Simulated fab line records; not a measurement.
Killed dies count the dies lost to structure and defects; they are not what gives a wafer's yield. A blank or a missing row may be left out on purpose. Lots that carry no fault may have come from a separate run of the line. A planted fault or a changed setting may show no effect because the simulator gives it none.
fab line records ; flow n5-finfet
[record] lots = 12; wafers = 36; last-day = 16
route steps=1938 shown BEOL_M15@1824 MIM_TOP@1835 MIM_BOT_LITHO@1864 PASSIVATION@1915
lots untouched by any fault: they come from a run of this same line in which no faults occurred
start-h: hours from the record's first day to the start of the lot's first wafer shown ; wait-h: hours from the lot's prior step to this one ; " same as the row above ; L1.1+2: one row covering several wafers at once ; - either no value or no given start ; * or withheld: withheld ; < > ~ a bound
route shown NAME@n: a module of which the file shows steps, and the number in the route of the first ; usual: mean and standard deviation over wafers with no fault ; same: alike in all rows ; chamber/n: place in a boat ; sites: the reading at each site ; _std_site: standard deviation of those values ; _edge_site: mean of outer sites minus mean of inner sites ; radius-mm: for every site, how far away it sits from the centre of the wafer ; mask NAME#n: copy n ; behind: the tool/chamber that last shaped the wafer ; hold: what put the lot on hold/how long, in hours/how the hold closed ; device: the n, p or np transistor that did not switch ; end of line: the route-end tests of the same wafers ; a step with no rows: only its recipe ; killed: dies lost to structure and defects at the first sort, not the wafer's yield ; map: a wafer's dies, x killed, . not, _ none there
set.NAME: the setting as run; set.NAME@STEP: as run at that earlier step ; model.NAME: the simulator's own value behind a step, which no gauge read
steps of the route over a sample of lots; a table a step, a row a wafer
services: from which hour (start-h, from the record's first day; less than 0 if before it) a tool's chamber was out of use, for how many hours, and why
[[steps]]
[step N5_BEOL_M15_CMP_49]
[recipe] stop-on = SiO2; t-overpolish-s = 4.9; down-force-psi = 2; platen-rpm = 80; clearing-platen-down-force-psi = 2; clearing-platen-rpm = 80; post-cmp-clean = cu-alkaline; target-thk-nm = 850; clearing-platen-pad-velocity-m-s = 1.5917; pad-velocity-m-s = 1.5917
[usual] barrier-field-endpoint-s = 11.37/0.26; motor-current-A = 8.3/0.73; overpolish-run-s = 4.901/0.0084
lot.wafer;tool;chamber;start-h;wait-h;barrier-field-endpoint-s;motor-current-A;overpolish-run-s
L606.3;cmp-02;0;244.10;0.2;11.07;8.4;4.912
L606.2;cmp-02;2;244.10;0.2;10.83;7.7;4.889
L606.5;cmp-02;3;244.10;0.2;11.08;8.5;4.891
L608.1;cmp-02;0;256.19;0.3;11.23;8.2;4.913
L608.4;cmp-02;2;256.19;0.3;10.85;8.1;4.903
L608.6;cmp-02;1;256.19;0.3;10.73;8.5;4.901
L607.1;cmp-03;2;257.18;0.5;11.38;8.8;4.891
L607.3;cmp-03;3;257.18;0.5;11.13;7.2;4.897
L607.5;cmp-03;1;257.18;0.5;11.37;7.3;4.901
L611.1;cmp-01;0;267.27;0.3;11.56;7.7;4.908
L611.2;cmp-01;2;267.27;0.3;11.78;8.9;4.908
L611.5;cmp-01;0;267.27;0.3;11.70;8.1;4.890
L610.2;cmp-02;3;271.49;0.2;12.00;8.4;4.898
L610.1;cmp-02;0;271.49;0.2;11.66;8.1;4.907
L610.4;cmp-02;2;271.49;0.2;11.30;8.0;4.907
L613.4;cmp-01;0;285.52;0.2;11.59;8.0;4.897
L613.2;cmp-01;1;285.52;0.2;12.15;6.8;4.896
L613.5;cmp-01;3;285.52;0.2;11.57;9.6;4.892
L615.2;cmp-01;3;318.10;0.2;11.11;10.1;4.902
L615.1;cmp-01;1;318.10;0.2;10.95;7.0;4.890
L615.3;cmp-01;2;318.10;0.2;11.31;9.0;4.909
L618.2;cmp-01;1;318.87;0.3;11.21;6.9;4.893
L618.4;cmp-01;2;318.87;0.3;11.05;9.4;4.880
L618.6;cmp-01;3;318.87;0.3;11.39;8.9;4.898
L620.2;cmp-02;0;339.96;0.4;11.41;7.9;4.902
L620.1;cmp-02;1;339.96;0.4;11.40;8.5;4.898
L620.4;cmp-02;2;339.96;0.4;11.17;7.8;4.897
L619.3;cmp-02;1;340.22;0.3;11.70;7.9;4.905
L619.1;cmp-02;2;340.22;0.3;11.69;8.0;4.894
L619.5;cmp-02;0;340.22;0.3;11.96;7.9;4.904
L621.3;cmp-01;1;349.95;0.2;11.37;7.1;4.902
L621.2;cmp-01;2;349.95;0.2;11.47;9.1;4.896
L621.5;cmp-01;2;349.95;0.2;11.09;9.2;4.908
L626.2;cmp-02;1;370.71;0.2;11.27;8.3;4.902
L626.4;cmp-02;2;370.71;0.2;11.60;7.7;4.891
L626.3;cmp-02;0;370.71;0.2;11.52;8.1;4.898
[step N5_MIM_TOP_ALD_01]
[recipe] material = HfO2; target-thk-a = 56; temp-c = withheld; ald-precursor-family = Hf-amide; ald-co-reactant = O3; pulse-time-s = 1; purge-time-s = 3; co-reactant-purge-time-s = 2; co-reactant-pulse-time-s = 3; ald-cycles = 62
[usual] precursor-pulse-height-rel = 1.000/0.02
lot.wafer;tool;chamber;start-h;wait-h;precursor-pulse-height-rel
L606.2;ald-hk-01;3;-;-;1.020
L606.3;ald-hk-01;1;-;-;0.978
L606.5;ald-hk-01;0;-;-;0.982
L608.1;ald-hk-02;2;-;-;0.982
L608.4;ald-hk-02;1;-;-;0.975
L608.6;ald-hk-02;3;-;-;0.989
L607.1;ald-hk-01;0;-;-;0.992
L607.3;ald-hk-01;2;-;-;1.012
L607.5;ald-hk-01;2;-;-;1.048
L611.1;ald-hk-01;0;-;-;1.005
L611.2;ald-hk-01;2;-;-;0.989
L611.5;ald-hk-01;3;-;-;1.037
L610.1;ald-hk-03;3;-;-;0.999
L610.2;ald-hk-03;0;-;-;1.004
L610.4;ald-hk-03;2;-;-;1.001
L613.2;ald-hk-02;2;-;-;1.017
L613.4;ald-hk-02;0;-;-;0.981
L613.5;ald-hk-02;2;-;-;1.016
L615.1;ald-hk-02;3;-;-;1.004
L615.2;ald-hk-02;0;-;-;0.951
L615.3;ald-hk-02;1;-;-;0.994
L618.2;ald-hk-03;1;-;-;1.017
L618.4;ald-hk-03;2;-;-;1.006
L618.6;ald-hk-03;2;-;-;1.025
L620.1;ald-hk-03;2;-;-;0.974
L620.2;ald-hk-03;3;-;-;1.006
L620.4;ald-hk-03;1;-;-;0.996
L619.1;ald-hk-02;0;-;-;0.993
L619.3;ald-hk-02;1;-;-;0.996
L619.5;ald-hk-02;0;-;-;0.985
L621.2;ald-hk-02;3;-;-;0.985
L621.3;ald-hk-02;2;-;-;0.979
L621.5;ald-hk-02;3;-;-;0.988
L626.2;ald-hk-03;2;-;-;0.996
L626.3;ald-hk-03;1;-;-;1.000
L626.4;ald-hk-03;3;-;-;1.021
[step N5_MIM_BOT_LITHO_INSPECT_12]
[recipe] mode = adi; inspect-instrument = macro
[usual] raw-defect-count = 1.8/1.3
lot.wafer;tool;chamber;start-h;wait-h;raw-defect-count
L606.2;defect-inspect-01;-;250.66;0.0;2
L606.3;defect-inspect-01;-;250.66;0.0;1
L606.5;defect-inspect-01;-;250.66;0.0;2
L608.1;defect-inspect-02;-;263.96;0.0;1
L608.4;defect-inspect-02;-;263.96;0.0;1
L608.6;defect-inspect-02;-;263.96;0.0;1
L607.1;defect-inspect-01;-;264.29;0.0;1
L607.3;defect-inspect-01;-;264.29;0.0;4
L607.5;defect-inspect-01;-;264.29;0.0;1
L611.1;defect-inspect-01;-;272.26;0.0;3
L611.2;defect-inspect-01;-;272.26;0.0;2
L611.5;defect-inspect-01;-;272.26;0.0;1
L610.1;defect-inspect-01;-;278.77;0.0;4
L610.2;defect-inspect-01;-;278.77;0.0;1
L610.4;defect-inspect-01;-;278.77;0.0;1
L613.2;defect-inspect-02;-;291.42;0.0;5
L613.4;defect-inspect-02;-;291.42;0.0;0
L613.5;defect-inspect-02;-;291.42;0.0;1
L615.1;defect-inspect-02;-;321.91;0.0;1
L615.2;defect-inspect-02;-;321.91;0.0;1
L615.3;defect-inspect-02;-;321.91;0.0;4
L618.2;defect-inspect-01;-;323.22;0.0;1
L618.4;defect-inspect-01;-;323.22;0.0;3
L618.6;defect-inspect-01;-;323.22;0.0;1
L620.1;defect-inspect-01;-;344.50;0.0;2
L620.2;defect-inspect-01;-;344.50;0.0;1
L620.4;defect-inspect-01;-;344.50;0.0;2
L619.1;defect-inspect-01;-;344.97;0.0;0
L619.3;defect-inspect-01;-;344.97;0.0;0
L619.5;defect-inspect-01;-;344.97;0.0;3
L621.2;defect-inspect-02;-;355.67;0.0;2
L621.3;defect-inspect-02;-;355.67;0.0;2
L621.5;defect-inspect-02;-;355.67;0.0;1
L626.2;defect-inspect-01;-;376.12;0.0;2
L626.3;defect-inspect-01;-;376.12;0.0;3
L626.4;defect-inspect-01;-;376.12;0.0;3
[step N5_PASSIVATION_PECVD_53]
[recipe] material = SiO2; target-thk-a = 8000; temp-c = 400; precursor = TEOS/O2; pressure-torr = 6.5; rf-w = withheld; teos-flow-sccm = withheld; gas = O2; flow-sccm = 2650; time-s = 169.4
[usual] run-length-s = 197.1/0.76; susceptor-temp-C = 400.04/0.24
lot.wafer;tool;chamber;start-h;wait-h;run-length-s;susceptor-temp-C
L606.2;pecvd-01;0;257.54;0.0;197.8;399.92
L606.3;pecvd-01;2;257.54;0.0;195.9;399.72
L606.5;pecvd-01;0;257.54;0.0;198.1;399.59
L608.1;pecvd-02;1;268.87;0.0;197.4;399.91
L608.4;pecvd-02;1;268.87;0.0;197.7;399.85
L608.6;pecvd-02;2;268.87;0.0;196.4;399.65
L607.1;pecvd-04;2;269.68;0.0;198.3;399.70
L607.3;pecvd-04;0;269.68;0.0;195.8;400.00
L607.5;pecvd-04;0;269.68;0.0;196.3;400.19
L611.1;pecvd-04;2;285.59;0.0;197.7;400.33
L611.2;pecvd-04;1;285.59;0.0;197.1;400.10
L611.5;pecvd-04;2;285.59;0.0;197.7;400.07
L610.1;pecvd-02;1;286.10;0.0;198.5;400.02
L610.2;pecvd-02;2;286.10;0.0;196.2;399.97
L610.4;pecvd-02;1;286.10;0.0;197.7;399.95
L613.2;pecvd-04;0;299.84;0.0;196.2;399.74
L613.4;pecvd-04;2;299.84;0.0;198.2;399.98
L613.5;pecvd-04;0;299.84;0.0;196.7;399.86
L615.1;pecvd-04;0;327.62;0.0;196.6;399.96
L615.2;pecvd-04;1;327.62;0.0;197.7;399.81
L615.3;pecvd-04;2;327.62;0.0;197.8;400.07
L618.2;pecvd-04;1;328.11;0.0;196.8;400.06
L618.4;pecvd-04;1;328.11;0.0;197.1;400.07
L618.6;pecvd-04;2;328.11;0.0;198.0;400.14
L620.1;pecvd-04;0;349.23;0.0;195.9;400.11
L620.2;pecvd-04;1;349.23;0.0;196.7;399.88
L620.4;pecvd-04;0;349.23;0.0;195.9;400.24
L619.1;pecvd-01;2;351.71;0.0;196.5;399.98
L619.3;pecvd-01;0;351.71;0.0;198.4;399.74
L619.5;pecvd-01;1;351.71;0.0;197.9;400.09
L621.2;pecvd-04;2;361.35;0.0;149.1;-
L621.3;pecvd-04;0;361.35;0.0;146.7;-
L621.5;pecvd-04;1;361.35;0.0;197.4;399.89
L626.2;pecvd-04;0;383.07;0.0;146.7;-
L626.3;pecvd-04;1;383.07;0.0;147.4;-
L626.4;pecvd-04;2;383.07;0.0;198.3;400.02
[step N5_PASSIVATION_PROBE_49]
[usual] defect-limited-yield = 91.3/1.5; killed_at_M0_to_M3 = 34/9.4; killed_at_M4_up = 13/5.3; killed-at-contacts = 13/5.7; killed-at-front-end = 40/10; killed-at-other = 3.7/2.8; killed-dies = 103/17; killed-on-rim = 13/4.2; killed-open = 67/13; killed-short = 35/8.5; sort_bin_5_function = 5.0/0.98; sort_bin_6_memory = 3.3/0.7; sort-n-pass = 1077/17; sort-yield-pct = 91.3/1.5
[same] gross-dies = 1180; killed-at-back-side = 0; sort_bin_4_leakage[%] = 0; sort_bin_8_speed[%] = 0
lot.wafer;tool;chamber;start-h;wait-h;defect-limited-yield[%];killed_at_M0_to_M3;killed_at_M4_up;killed-at-contacts;killed-at-front-end;killed-at-other;killed-dies;killed-on-rim;killed-open;killed-short;sort_bin_5_function[%];sort_bin_6_memory[%];sort-n-pass;sort-yield-pct[%]
L607.1;prober-01;-;273.48;0.0;88.8;50;12;25;34;11;132;22;95;35;6.7;4.0;1048;88.8
L607.3;prober-01;-;273.58;0.1;90.9;43;7;20;34;3;107;15;77;29;5.3;3.4;1073;90.9
L607.5;prober-01;-;273.68;0.2;89.7;41;13;14;46;8;122;14;91;31;6.4;3.6;1058;89.7
L613.2;prober-02;-;303.59;0.1;90.3;43;9;14;46;3;115;17;78;37;5.4;4.2;1065;90.3
L613.4;prober-02;-;303.69;0.2;91.1;39;13;12;36;5;105;9;69;35;5.2;3.6;1075;91.1
L613.5;prober-02;-;303.74;0.2;91.9;40;9;10;33;3;95;9;71;24;4.6;3.2;1085;91.9
L615.1;prober-01;-;331.29;0.0;92.9;33;11;7;24;9;84;10;56;28;3.8;2.8;1096;92.9
L615.2;prober-01;-;331.34;0.1;90.8;37;20;5;43;4;109;12;68;38;4.7;4.2;1071;90.8
L615.3;prober-01;-;331.39;0.1;92.5;34;17;7;24;6;88;9;54;34;4.4;2.6;1092;92.5
L619.1;prober-01;-;355.52;0.0;90.8;24;17;11;51;5;108;10;70;37;5.1;3.7;1072;90.8
L619.3;prober-01;-;355.62;0.1;90.5;25;6;18;59;4;112;15;68;44;5.7;3.5;1068;90.5
L619.5;prober-01;-;355.72;0.2;91.9;26;7;15;39;8;95;13;67;27;4.7;3.1;1085;91.9
// killed by level:class
L607.1 MOL_CONTACT_COAG:geometric-particle:open=19 BEOL_M1:geometric-particle:open=16 FIN_SAQP:geometric-particle:open=12 BEOL_M3:geometric-particle:open=10 BEOL_M0_SAQP:geometric-particle:open=9 MOL_CONTACT_COAG:geometric-particle:short=6 BEOL_M0_SAQP:geometric-particle:short=6 BEOL_M2:geometric-particle:open=6
L607.3 MOL_CONTACT_COAG:geometric-particle:open=15 BEOL_M0_SAQP:geometric-particle:open=11 BEOL_M2:geometric-particle:open=11 BEOL_M1:geometric-particle:open=7 FIN_SAQP:geometric-particle:open=6 DUMMY_GATE:geometric-particle:open=5 MOL_CONTACT_COAG:geometric-particle:short=5 BEOL_M3:geometric-particle:open=5
L607.5 STI_FIN_REVEAL:geometric-particle:open=19 MOL_CONTACT_COAG:geometric-particle:open=10 FIN_SAQP:geometric-particle:open=9 BEOL_M0_SAQP:geometric-particle:open=9 BEOL_M2:geometric-particle:open=9 BEOL_M1:geometric-particle:open=8 BEOL_M0_SAQP:geometric-particle:short=5 BEOL_M4:geometric-particle:open=5
L613.2 STI_FIN_REVEAL:geometric-particle:open=14 MOL_CONTACT_COAG:geometric-particle:open=12 BEOL_M0_SAQP:geometric-particle:open=11 DUMMY_GATE:geometric-particle:open=9 BEOL_M0_SAQP:geometric-particle:short=8 BEOL_M3:geometric-particle:open=8 GATE_CUT:geometric-particle:short=7 BEOL_M4:geometric-particle:open=5
L613.4 BEOL_M0_SAQP:geometric-particle:open=14 BEOL_M0_SAQP:geometric-particle:short=11 MOL_CONTACT_COAG:geometric-particle:open=8 FIN_SAQP:geometric-particle:open=7 DUMMY_GATE:geometric-particle:open=7 BEOL_M4:geometric-particle:open=7 FIN_SAQP:geometric-particle:short=6 GATE_CUT:geometric-particle:short=5
L613.5 BEOL_M0_SAQP:geometric-particle:open=12 DUMMY_GATE:geometric-particle:open=9 MOL_CONTACT_COAG:geometric-particle:open=8 BEOL_M3:geometric-particle:open=8 BEOL_M1:geometric-particle:open=6 STI_FIN_REVEAL:geometric-particle:open=5 BEOL_M0_SAQP:geometric-particle:short=5 FIN_SAQP:geometric-particle:short=4
L615.1 BEOL_M0_SAQP:geometric-particle:short=10 BEOL_M2:geometric-particle:open=9 BEOL_M0_SAQP:geometric-particle:open=8 MOL_CONTACT_COAG:geometric-particle:open=7 FIN_SAQP:geometric-particle:short=6 ILD0:geometric-particle:open=5 BEOL_M4:geometric-particle:open=5 BEOL_M3:geometric-particle:open=4
L615.2 FIN_SAQP:geometric-particle:short=12 STI_FIN_REVEAL:geometric-particle:open=12 BEOL_M4:geometric-particle:open=12 BEOL_M0_SAQP:geometric-particle:short=11 BEOL_M2:geometric-particle:open=10 BEOL_M0_SAQP:geometric-particle:open=7 DUMMY_GATE:geometric-particle:open=6 GATE_CUT:geometric-particle:open=4
L615.3 FIN_SAQP:geometric-particle:short=11 BEOL_M0_SAQP:geometric-particle:open=10 BEOL_M4:geometric-particle:open=8 MOL_CONTACT_COAG:geometric-particle:open=6 BEOL_M0_SAQP:geometric-particle:short=6 BEOL_M2:geometric-particle:open=6 BEOL_M1:geometric-particle:short=4 BEOL_M5:geometric-particle:open=4
L619.1 MOL_CONTACT_COAG:geometric-particle:open=10 BEOL_M2:geometric-particle:open=9 STI_FIN_REVEAL:geometric-particle:open=7 FIN_SAQP:geometric-particle:open=6 GATE_CUT:geometric-particle:short=6 GATE_CUT:geometric-particle:open=6 BEOL_M4:geometric-particle:open=6 STARTING-WAFER:geometric-particle:short=5
L619.3 FIN_SAQP:geometric-particle:open=13 MOL_CONTACT_COAG:geometric-particle:open=11 BEOL_M2:geometric-particle:open=10 STI_FIN_REVEAL:geometric-particle:open=8 FIN_SAQP:geometric-particle:short=7 MOL_CONTACT_COAG:geometric-particle:short=7 STI_FIN_REVEAL:geometric-particle:short=6 ILD0:geometric-particle:short=5
L619.5 MOL_CONTACT_COAG:geometric-particle:open=14 BEOL_M2:geometric-particle:open=12 GATE_CUT:geometric-particle:short=8 STARTING-WAFER:geometric-particle:open=7 FIN_SAQP:geometric-particle:open=6 BEOL_M0_SAQP:geometric-particle:open=4 FIN_SAQP:geometric-particle:short=3 STI_FIN_REVEAL:geometric-particle:open=3
[[services]]
tool;chamber;start-h;hours;kind
cmp-01;-;221.20;4.0;pm
ald-hk-01;-;234.70;2.8;pm
cmp-01;-;247.09;14.3;pm
cmp-03;-;260.77;3.3;pm
cmp-01;-;268.07;5.1;pm
pecvd-01;0;271.13;58.4;repair
ald-hk-01;-;272.55;1.6;repair
cmp-03;-;273.35;1.4;repair
pecvd-01;2;280.52;5.9;repair
cmp-03;-;292.18;4.0;pm
ald-hk-01;-;303.15;6.0;pm
pecvd-04;1;306.67;2.1;scheduled-down
cmp-03;-;312.01;4.2;repair
cmp-01;-;324.08;3.3;repair
pecvd-04;-;330.61;0.5;repair
cmp-03;-;338.88;11.3;pm
cmp-02;-;341.55;6.4;pm
pecvd-04;2;341.74;2.1;scheduled-down
pecvd-04;-;351.58;5.5;pm
cmp-01;-;356.68;1.8;repair
ald-hk-02;-;361.58;2.8;pm
cmp-02;-;363.83;3.7;pm
ald-hk-02;-;365.57;2.5;repair
cmp-02;-;377.82;4.0;pm
[[key]]
[first-sign] step = N5_PASSIVATION_PECVD_53; reading = run-length-s; direction = down; sigmas = 65; usual = *; struck = *
effect none on later readings
met-at N5_PASSIVATION_PECVD_53
struck-lots L621,L626
struck-wafers L621.2,L621.3,L626.2,L626.3
not-acting-at N5_BEOL_M15_CMP_49,N5_MIM_TOP_ALD_01,N5_MIM_BOT_LITHO_INSPECT_12
onset-between 349.23 361.35
[fault] kind = process-parameter-drift; tool = pecvd-04; chamber = -; onset-h = 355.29; steps = N5_PASSIVATION_PECVD_53; channel = time-s; offset = *; shape = step; end-h = 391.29; scope = struck-wafers-only; acts-in = *; stated = *
